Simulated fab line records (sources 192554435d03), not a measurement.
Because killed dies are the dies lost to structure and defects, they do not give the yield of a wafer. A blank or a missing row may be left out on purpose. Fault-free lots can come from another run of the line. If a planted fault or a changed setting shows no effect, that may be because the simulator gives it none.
fab line records	flow n5Finfet
record: lots: 9	wafers: 27	lastDay: 17
route steps=1938 shown BEOL_M2@866 BEOL_M4@1111 PASSIVATION@1936
lots untouched by any fault: they come from a run of this same line in which no faults occurred
startH: hours from the record's first day to the start of the lot's first wafer shown	waitH: hours from the lot's prior step to this one	" repeats the value in the row above	L1.1+2: several wafers, shown together as one row	- no value, or no start was given	* or withheld: withheld	< > ~ a bound
route shown NAME@n: names a module that has steps shown in the file, with the first one's number in the route	usual: the fault-free wafers' mean and standard deviation	same: alike in all rows	chamber/n: place in a boat	sites: the reading at each site	_std_site: their standard deviation	_edge_site: the outer-site mean with the inner-site mean subtracted	radiusMm: how far each site lies from the wafer's centre	mask NAME#n: copy n	behind: the most recent tool/chamber to have shaped the wafer	hold: the reason the lot was held/the length of the hold in hours/how it ended	device: whichever transistor did not switch (one of n, p or np)	end of line: the route-end tests of the same wafers	a step given without rows: its recipe and nothing more	killed: dies lost to structure and defects at the first sort, not the wafer's yield	map: a wafer's dies, x killed, . not, _ none there
set.NAME: the setting as run; set.NAME@STEP: as run at that earlier step	model.NAME: the simulator's own value behind a step, which no gauge read
one table for each step of the route and one row for each wafer, over a sample of lots
services: a tool's chamber out of use, with start hour (startH, from the record's first day; less than 0 if before it), hours out, and reason
== steps ==
step: N5_BEOL_M2_CD_MEAS_18
recipe: pitchNm: 36	targetCdNm: 18
usual: cdNm: 17.97/0.29
lot.wafer	tool	chamber	startH	waitH	cdNm
L572.1	cdSem-02	-	132.44	0.0	17.63
L572.4	"	-	"	"	18.00
L572.5	"	-	"	"	17.52
L575.2	cdSem-01	-	152.57	0.1	18.20
L575.5	"	-	"	"	17.95
L575.6	"	-	"	"	17.97
L579.2	cdSem-01	-	176.02	0.1	17.93
L579.5	"	-	"	"	18.20
L579.6	"	-	"	"	17.70
L580.2	cdSem-02	-	180.11	0.1	17.81
L580.3	"	-	"	"	17.87
L580.6	"	-	"	"	17.60
L583.3	cdSem-02	-	201.87	0.1	18.44
L583.5	"	-	"	"	18.26
L583.6	"	-	"	"	17.94
L589.2	cdSem-01	-	236.51	0.1	18.34
L589.4	"	-	"	"	18.31
L589.6	"	-	"	"	18.52
L590.1	cdSem-02	-	242.86	0.0	18.00
L590.2	"	-	"	"	18.12
L590.5	"	-	"	"	18.03
L593.2	cdSem-01	-	265.06	0.1	18.18
L593.3	"	-	"	"	18.47
L593.4	"	-	"	"	18.18
L595.1	cdSem-01	-	270.32	0.0	17.97
L595.2	"	-	"	"	18.22
L595.4	"	-	"	"	17.76
step: N5_BEOL_M2_INSPECT_30
recipe: mode: adi	inspectInstrument: brightfield
usual: rawDefectCount: 412/96
lot.wafer	tool	chamber	startH	waitH	rawDefectCount
L572.1	defectInspect-02	-	132.85	0.1	365
L572.4	"	-	"	"	303
L572.5	"	-	"	"	215
L575.2	defectInspect-01	-	152.98	0.0	467
L575.5	"	-	"	"	292
L575.6	"	-	"	"	458
L579.2	defectInspect-02	-	176.46	0.0	449
L579.5	"	-	"	"	654
L579.6	"	-	"	"	444
L580.2	defectInspect-02	-	180.64	0.0	476
L580.3	"	-	"	"	421
L580.6	"	-	"	"	423
L583.3	defectInspect-02	-	202.40	0.0	262
L583.5	"	-	"	"	402
L583.6	"	-	"	"	340
L589.2	defectInspect-01	-	236.94	0.0	417
L589.4	"	-	"	"	387
L589.6	"	-	"	"	359
L590.1	defectInspect-01	-	243.26	0.1	273
L590.2	"	-	"	"	433
L590.5	"	-	"	"	284
L593.2	defectInspect-02	-	265.53	0.0	484
L593.3	"	-	"	"	514
L593.4	"	-	"	"	356
L595.1	defectInspect-02	-	270.75	0.1	302
L595.2	"	-	"	"	312
L595.4	"	-	"	"	350
step: N5_BEOL_M2_ETCHBACK_99
recipe: chemistry: CHF3	target: SiO2	targetDepthA: 50	timeS: 10.4	sourceW: 215	biasW: 47	Ar_flow_sccm: 200	CHF3_flow_sccm: 12	ionEnergyEv: 100	pressureMtorr: 30
usual: drypumpMotorCurrentA: 5.8/0.41	oesProductAu: 0.79/0.087	rfFwdPowerW: 212.6/1.1	rfVppV: 242.3/2.2	showerheadPlenumPTorr: 2.15/0.056	throttleValvePct: 17.06/0.26
lot.wafer	tool	chamber	startH	waitH	drypumpMotorCurrentA	oesProductAu	rfFwdPowerW	rfHoursCounterH	rfVppV	showerheadPlenumPTorr	throttleValvePct
L572.1	rieDiel-04	3	138.41	4.4	6.2	0.82	211.6	84	243.4	2.09	16.71
L572.4	"	0	"	"	5.7	0.84	211.9	75	240.0	2.09	17.26
L572.5	"	1	"	"	5.6	0.69	212.5	-	241.2	2.22	17.18
L575.2	rieDiel-01	1	155.17	2.0	5.9	0.86	211.7	72	243.8	2.18	17.09
L575.5	"	0	"	"	5.7	0.76	211.4	-	240.0	2.16	16.85
L575.6	"	1	"	"	6.0	0.86	212.9	-	242.5	2.18	17.09
L579.2	rieDiel-01	0	180.82	3.9	5.7	0.74	211.7	173	239.7	2.15	16.88
L579.5	"	0	"	"	5.7	0.74	211.0	-	241.5	2.15	16.87
L579.6	"	2	"	"	6.5	0.77	214.1	-	242.0	2.15	17.55
L580.2	rieDiel-03	2	185.39	4.4	6.0	0.77	210.8	117	243.9	2.17	16.95
L580.3	"	0	"	"	6.1	0.90	212.8	32	241.9	2.10	16.77
L580.6	"	2	"	"	6.0	0.77	211.4	-	244.7	2.17	16.97
L583.3	rieDiel-01	1	205.11	2.5	6.0	0.83	213.5	94	245.7	2.18	17.13
L583.5	"	0	"	"	5.7	0.73	211.9	-	242.0	2.15	16.89
L583.6	"	3	"	"	6.4	0.94	214.6	-	246.2	2.28	16.73
L590.1	rieDiel-01	0	251.38	7.1	5.6	0.72	211.2	200	240.5	2.14	16.91
L590.2	"	3	"	"	6.4	0.92	213.9	29	246.3	2.28	16.77
L590.5	"	1	"	"	6.0	0.81	213.2	-	244.1	2.17	17.17
L589.2	rieDiel-03	3	257.16	19.3	5.2	0.95	212.9	6	239.8	2.21	16.92
L589.4	"	3	"	"	5.2	0.95	213.5	-	241.2	2.21	16.93
L589.6	"	0	"	"	6.1	0.86	211.3	-	242.0	2.09	16.81
L593.2	rieDiel-01	3	269.13	3.2	6.4	0.91	213.7	36	246.2	2.28	16.77
L593.3	"	1	"	"	6.0	0.81	212.5	117	244.5	2.17	17.17
L593.4	"	0	"	"	5.7	0.72	211.7	207	241.0	2.14	16.96
L595.1	rieDiel-03	2	272.29	0.3	6.0	0.74	211.5	149	244.6	2.16	17.00
L595.2	"	3	"	"	5.2	0.92	213.8	12	240.4	2.20	16.93
L595.4	"	3	"	"	5.2	0.92	213.1	-	240.7	2.20	16.95
step: N5_BEOL_M2_TRENCH_ETCH_37
recipe: chemistry: C4F6/O2	targetDepthA: 555.55	target: SiOC	timeS: 29.2	ionEnergyEv: 250	pressureMtorr: 30	sourceW: 355	biasW: 185	Ar_flow_sccm: 300	C4F6_flow_sccm: 10	O2_flow_sccm: 10
usual: biasW: 185.0/0.61	drypumpMotorCurrentA: 5.8/0.41	oesProductAu: 0.79/0.087	rfFwdPowerW: 350.3/2.1	rfVppV: 669/5.5	showerheadPlenumPTorr: 2.85/0.072	throttleValvePct: 20.84/0.26
lot.wafer	tool	chamber	startH	waitH	biasW	drypumpMotorCurrentA	oesProductAu	rfFwdPowerW	rfHoursCounterH	rfVppV	showerheadPlenumPTorr	throttleValvePct
L572.1	rieDiel-04	3	138.65	-	185.8	6.2	0.82	349.0	84	673	2.77	20.48
L572.4	"	0	"	"	184.9	5.7	0.83	350.0	75	663	2.76	21.06
L572.5	"	1	"	"	184.4	5.7	0.69	349.5	-	668	2.93	20.93
L575.2	rieDiel-01	1	155.41	-	185.6	5.9	0.85	351.3	72	677	2.89	20.91
L575.5	"	0	"	"	185.4	5.7	0.75	348.9	-	667	2.85	20.61
L575.6	"	1	"	"	185.9	5.9	0.86	350.3	-	674	2.89	20.93
L579.2	rieDiel-01	0	181.07	-	184.8	5.7	0.74	349.3	174	666	2.85	20.62
L579.5	"	0	"	"	184.9	5.7	0.74	347.8	-	668	2.85	20.63
L579.6	"	2	"	"	185.8	6.4	0.76	353.5	-	672	2.85	21.35
L580.2	rieDiel-03	2	185.63	-	185.6	6.0	0.76	348.1	118	676	2.87	20.73
L580.3	"	0	"	"	184.7	6.1	0.89	348.1	32	668	2.78	20.56
L580.6	"	2	"	"	185.5	6.0	0.77	348.6	-	678	2.87	20.73
L583.3	rieDiel-01	1	205.36	-	185.3	6.0	0.83	351.0	94	675	2.88	20.95
L583.5	"	0	"	"	185.6	5.7	0.75	349.0	-	666	2.84	20.65
L583.6	"	3	"	"	186.2	6.4	0.95	353.0	-	680	3.01	20.57
L590.1	rieDiel-01	0	251.62	-	193.6	5.7	0.73	349.0	200	690	2.84	20.66
L590.2	"	3	"	"	192.7	6.4	0.93	351.5	29	704	3.01	20.57
L590.5	"	1	"	"	192.9	6.0	0.82	351.5	-	700	2.87	20.99
L589.2	rieDiel-03	3	257.40	-	184.4	5.2	0.95	350.5	6	665	2.92	20.76
L589.4	"	3	"	"	185.5	5.2	0.94	350.7	-	665	2.91	20.75
L589.6	"	0	"	"	185.3	6.1	0.86	352.7	-	668	2.77	20.58
L593.2	rieDiel-01	3	269.38	-	194.8	6.4	0.92	352.1	36	704	3.00	20.58
L593.3	"	1	"	"	194.0	6.0	0.81	350.9	117	698	2.87	20.96
L593.4	"	0	"	"	193.6	5.7	0.72	347.6	207	690	2.83	20.70
L595.1	rieDiel-03	2	272.53	-	185.0	6.0	0.73	344.8	150	677	2.86	20.77
L595.2	"	3	"	"	185.5	5.2	0.92	351.6	12	665	2.91	20.77
L595.4	"	3	"	"	184.9	5.2	0.93	351.5	-	665	2.91	20.77
step: N5_BEOL_M4_RC_MEAS_101
usual: DIBL_N: 35.7/1.3	DIBL_P: 36.0/1.6	IOFF_N: 0.154/0.025	IOFF_P: 0.21/0.034	ION_N: 675/9.7	ION_P: 465/7.4	SS_N: 71.3/0.55	SS_P: 73.1/0.52	VT_N: 250/3	VT_P: -249/3.6
lot.wafer	tool	chamber	startH	waitH	DIBL_N[mV/V]	DIBL_P[mV/V]	IOFF_N[nA/um]	IOFF_P[nA/um]	ION_N[uA/um]	ION_P[uA/um]	SS_N[mV/dec]	SS_P[mV/dec]	VT_N[mV]	VT_P[mV]
L572.1	prober-01	0	167.57	0.0	37.3	39.0	0.199	0.25	697	474	71.6	73.8	244	-248
L572.4	"	0	"	"	35.8	37.3	0.157	0.22	682	469	71.3	72.9	247	-248
L572.5	"	0	"	"	37.5	39.4	0.190	0.26	674	464	72.0	73.9	244	-248
L575.2	prober-02	0	185.11	0.2	34.7	34.7	0.117	0.17	668	456	71.3	72.9	255	-254
L575.5	"	0	"	"	37.3	37.5	0.156	0.21	659	457	71.9	73.2	252	-250
L575.6	"	0	"	"	33.3	33.1	0.097	0.16	645	457	71.0	72.3	259	-254
L579.2	prober-01	0	214.44	0.2	34.2	34.8	0.125	0.21	667	469	71.0	72.6	251	-248
L579.5	"	0	"	"	35.7	36.5	0.151	0.23	676	465	71.8	73.2	251	-247
L579.6	"	0	"	"	34.2	35.4	0.129	0.21	662	465	71.3	72.9	254	-247
L580.2	prober-02	0	214.70	0.2	35.1	36.7	0.166	0.24	680	470	71.2	73.1	250	-246
L580.3	"	0	"	"	36.6	37.7	0.178	0.27	664	464	71.4	73.4	251	-242
L580.6	"	0	"	"	37.6	38.1	0.195	0.27	675	462	72.4	73.2	248	-247
L583.3	prober-02	0	238.93	0.3	35.9	37.3	0.176	0.24	674	465	72.0	73.6	244	-248
L583.5	"	0	"	"	34.9	35.9	0.155	0.21	676	472	71.5	73.7	248	-252
L583.6	"	0	"	"	35.0	35.3	0.148	0.20	672	462	72.2	73.0	250	-246
L590.1	prober-02	0	274.05	0.0	37.0	38.2	0.190	0.27	680	468	71.3	73.7	247	-244
L590.2	"	0	"	"	35.8	36.5	0.169	0.25	686	471	71.2	73.7	247	-244
L590.5	"	0	"	"	35.2	35.7	0.152	0.23	666	465	71.1	73.1	248	-246
L589.2	prober-01	0	278.21	0.2	36.0	35.6	0.168	0.22	683	467	71.6	73.3	249	-247
L589.4	"	0	"	"	35.8	35.8	0.165	0.22	678	471	71.2	73.4	247	-248
L589.6	"	0	"	"	36.1	35.7	0.170	0.22	682	469	71.2	73.1	248	-246
L595.1	prober-02	0	302.38	0.0	36.9	35.3	0.160	0.20	671	459	71.9	72.7	249	-252
L595.2	"	0	"	"	36.3	35.5	0.151	0.19	673	467	71.9	72.9	249	-252
L595.4	"	0	"	"	37.2	36.2	0.168	0.21	680	459	71.7	73.7	249	-251
L593.2	prober-02	0	306.31	0.2	35.3	33.8	0.121	0.15	671	453	70.8	72.5	254	-256
L593.3	"	0	"	"	39.4	39.1	0.195	0.21	680	454	71.6	73.3	249	-251
L593.4	"	0	"	"	35.3	34.4	0.121	0.14	668	449	70.8	72.3	254	-262
step: N5_PASSIVATION_PROBE_49
usual: defectLimitedYield: 91.6/1.4	killed_at_M0_to_M3: 35/10	killed_at_M4_up: 13/5.3	killedAtContacts: 12/5.9	killedAtFrontEnd: 36/9.9	killedAtOther: 3.2/3	killedDies: 99/16	killedOpen: 66/12	killedShort: 32/7.7	sort_bin_5_function: 4.9/0.91	sort_bin_6_memory: 3.2/0.65	sortNPass: 1081/16	sortYieldPct: 91.6/1.4
same: grossDies: 1180	killedAtBackSide: 0	sort_bin_4_leakage[%]: 0	sort_bin_8_speed[%]: 0
lot.wafer	tool	chamber	startH	waitH	defectLimitedYield[%]	killed_at_M0_to_M3	killed_at_M4_up	killedAtContacts	killedAtFrontEnd	killedAtOther	killedDies	killedOpen	killedShort	sort_bin_5_function[%]	sort_bin_6_memory[%]	sortNPass	sortYieldPct[%]
L575.2	prober-02	-	288.71	0.1	91.9	38	13	15	25	5	96	72	21	4.7	3.1	1084	91.9
L575.5	prober-02	-	288.86	0.2	92.1	38	13	11	25	6	93	54	38	4.3	3.4	1087	92.1
L575.6	prober-02	-	288.91	0.3	92.1	30	9	11	28	15	93	58	35	5.3	2.1	1087	92.1
L579.2	prober-01	-	323.77	0.1	89.7	41	21	14	31	15	122	77	45	6.2	3.6	1058	89.7
L579.5	prober-01	-	323.92	0.2	90.0	37	17	12	47	5	118	74	44	5.2	4.7	1062	90.0
L579.6	prober-01	-	323.97	0.3	90.7	30	18	4	50	8	110	67	39	5.2	3.6	1070	90.7
L580.2	prober-02	-	323.77	0.1	89.2	35	21	13	58	0	127	97	28	6.6	3.7	1053	89.2
L580.3	prober-02	-	323.82	0.1	90.3	41	13	10	48	2	114	81	33	6.1	3.4	1066	90.3
L580.6	prober-02	-	323.97	0.3	88.2	53	13	23	47	3	139	104	33	6.7	4.5	1041	88.2
L590.1	prober-01	-	385.70	0.0	90.8	43	22	7	35	1	108	70	38	5.6	3.1	1072	90.8
L590.2	prober-01	-	385.75	0.1	90.5	39	22	15	32	4	112	76	36	5.2	4.0	1068	90.5
L590.5	prober-01	-	385.90	0.2	91.8	32	17	7	41	0	97	59	35	4.2	3.8	1083	91.8
killed by level:class
L575.2 MOL_CONTACT_COAG:geometricParticle:open=13 STI_FIN_REVEAL:geometricParticle:open=10 BEOL_M0_SAQP:geometricParticle:open=10 BEOL_M3:geometricParticle:open=10 BEOL_M0_SAQP:geometricParticle:short=5 BEOL_M1:geometricParticle:open=5 DUMMY_GATE:geometricParticle:open=4 GATE_CUT:geometricParticle:short=4
L575.5 BEOL_M0_SAQP:geometricParticle:short=11 BEOL_M3:geometricParticle:open=11 STI_FIN_REVEAL:geometricParticle:open=8 MOL_CONTACT_COAG:geometricParticle:open=8 BEOL_M3:geometricParticle:short=6 BEOL_M4:geometricParticle:open=6 STARTING-WAFER:geometricParticle:short=5 BEOL_M0_SAQP:geometricParticle:open=4
L575.6 BEOL_M2:geometricParticle:open=11 BEOL_M0_SAQP:geometricParticle:open=9 MOL_CONTACT_COAG:geometricParticle:short=6 GATE_CUT:geometricParticle:short=5 MOL_CONTACT_COAG:geometricParticle:open=5 BEOL_M3:geometricParticle:open=5 FIN_SAQP:geometricParticle:open=4 DUMMY_GATE:geometricParticle:open=4
L579.2 MOL_CONTACT_COAG:geometricParticle:open=11 FIN_SAQP:geometricParticle:open=10 BEOL_M1:geometricParticle:open=9 BEOL_M0_SAQP:geometricParticle:short=8 MIM_TOP_ETCH:geometricParticle:short=8 BEOL_M3:geometricParticle:open=7 BEOL_M4:geometricParticle:open=7 STI_FIN_REVEAL:geometricParticle:open=6
L580.2 FIN_SAQP:geometricParticle:open=17 DUMMY_GATE:geometricParticle:open=15 FIN_SAQP:geometricParticle:short=11 MOL_CONTACT_COAG:geometricParticle:open=10 BEOL_M2:geometricParticle:open=9 BEOL_M0_SAQP:geometricParticle:open=8 BEOL_M4:geometricParticle:open=7 BEOL_M0:geometricParticle:open=5
L580.3 FIN_SAQP:geometricParticle:open=13 FIN_SAQP:geometricParticle:short=11 BEOL_M0_SAQP:geometricParticle:open=11 BEOL_M3:geometricParticle:open=9 STI_FIN_REVEAL:geometricParticle:open=8 MOL_CONTACT_COAG:geometricParticle:open=6 BEOL_M2:geometricParticle:open=5 BEOL_M0:geometricParticle:open=5
L579.5 FIN_SAQP:geometricParticle:open=15 BEOL_M3:geometricParticle:open=12 FIN_SAQP:geometricParticle:short=11 MOL_CONTACT_COAG:geometricParticle:open=10 BEOL_M0_SAQP:geometricParticle:short=7 BEOL_M0_SAQP:geometricParticle:open=7 BEOL_M4:geometricParticle:open=7 BEOL_M1:geometricParticle:open=4
L579.6 FIN_SAQP:geometricParticle:short=13 STI_FIN_REVEAL:geometricParticle:open=12 FIN_SAQP:geometricParticle:open=10 BEOL_M3:geometricParticle:open=9 BEOL_M1:geometricParticle:open=5 BEOL_M2:geometricParticle:open=5 BEOL_M4:geometricParticle:open=4 BEOL_M5:geometricParticle:open=4
L580.6 MOL_CONTACT_COAG:geometricParticle:open=22 BEOL_M2:geometricParticle:open=20 FIN_SAQP:geometricParticle:open=10 STI_FIN_REVEAL:geometricParticle:open=10 BEOL_M0_SAQP:geometricParticle:short=9 BEOL_M0_SAQP:geometricParticle:open=7 GATE_CUT:geometricParticle:short=6 FIN_SAQP:geometricParticle:short=5
L590.1 BEOL_M1:geometricParticle:open=13 FIN_SAQP:geometricParticle:open=9 BEOL_M4:geometricParticle:open=9 FIN_SAQP:geometricParticle:short=8 BEOL_M0_SAQP:geometricParticle:short=8 MOL_CONTACT_COAG:geometricParticle:open=6 BEOL_M2:geometricParticle:open=6 BEOL_M0_SAQP:geometricParticle:open=6
L590.2 MOL_CONTACT_COAG:geometricParticle:open=13 FIN_SAQP:geometricParticle:open=9 BEOL_M4:geometricParticle:open=9 BEOL_M0_SAQP:geometricParticle:short=8 BEOL_M0_SAQP:geometricParticle:open=7 BEOL_M1:geometricParticle:open=7 FIN_SAQP:geometricParticle:short=6 STI_FIN_REVEAL:geometricParticle:open=6
L590.5 FIN_SAQP:geometricParticle:short=15 BEOL_M1:geometricParticle:open=10 FIN_SAQP:geometricParticle:open=8 BEOL_M4:geometricParticle:open=8 BEOL_M0_SAQP:geometricParticle:short=7 MOL_CONTACT_COAG:geometricParticle:open=6 BEOL_M0_SAQP:geometricParticle:open=6 STI_FIN_REVEAL:geometricParticle:open=5
== services ==
tool	chamber	startH	hours	kind
rieDiel-01	0	143.31	8.5	repair
rieDiel-01	3	144.31	29.9	repair
rieDiel-03	2	156.59	4.1	repair
rieDiel-01	3	179.40	9.7	repair
rieDiel-01	3	189.25	4.4	repair
rieDiel-04	1	204.31	-	clean
rieDiel-04	1	204.31	-	consumableReplace:focusRing
rieDiel-04	1	204.31	27.6	scheduledDown
rieDiel-04	1	204.31	27.6	ventCycle
rieDiel-01	3	218.62	7.3	repair
rieDiel-03	3	224.41	-	clean
rieDiel-03	3	224.41	-	consumableReplace:focusRing
rieDiel-03	3	224.41	16.6	scheduledDown
rieDiel-03	3	224.41	16.6	ventCycle
rieDiel-03	1	241.05	-	clean
rieDiel-03	1	241.05	-	consumableReplace:focusRing
rieDiel-03	1	241.05	19.3	scheduledDown
rieDiel-03	1	241.05	19.3	ventCycle
rieDiel-04	0	264.37	1.6	repair
== key ==
firstSign: step: N5_BEOL_M2_TRENCH_ETCH_37	reading: biasW	direction: up	sigmas: 14	usual: *	struck: *
effect: step: N5_BEOL_M2_TRENCH_ETCH_37	reading: rfVppV	direction: up	sigmas: 5.1	usual: 669	struck: 698
metAt N5_BEOL_M2_TRENCH_ETCH_37
struckLots L590,L593
notActingAt N5_BEOL_M2_CD_MEAS_18,N5_BEOL_M2_INSPECT_30,N5_BEOL_M2_ETCHBACK_99
onsetBetween 205.36 251.62
fault: kind: processParameterDrift	tool: rieDiel-01	chamber: -	onsetH: 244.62	steps: N5_BEOL_M2_TRENCH_ETCH_37	channel: biasW	offset: *	shape: step	endH: 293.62	actsIn: *	stated: *
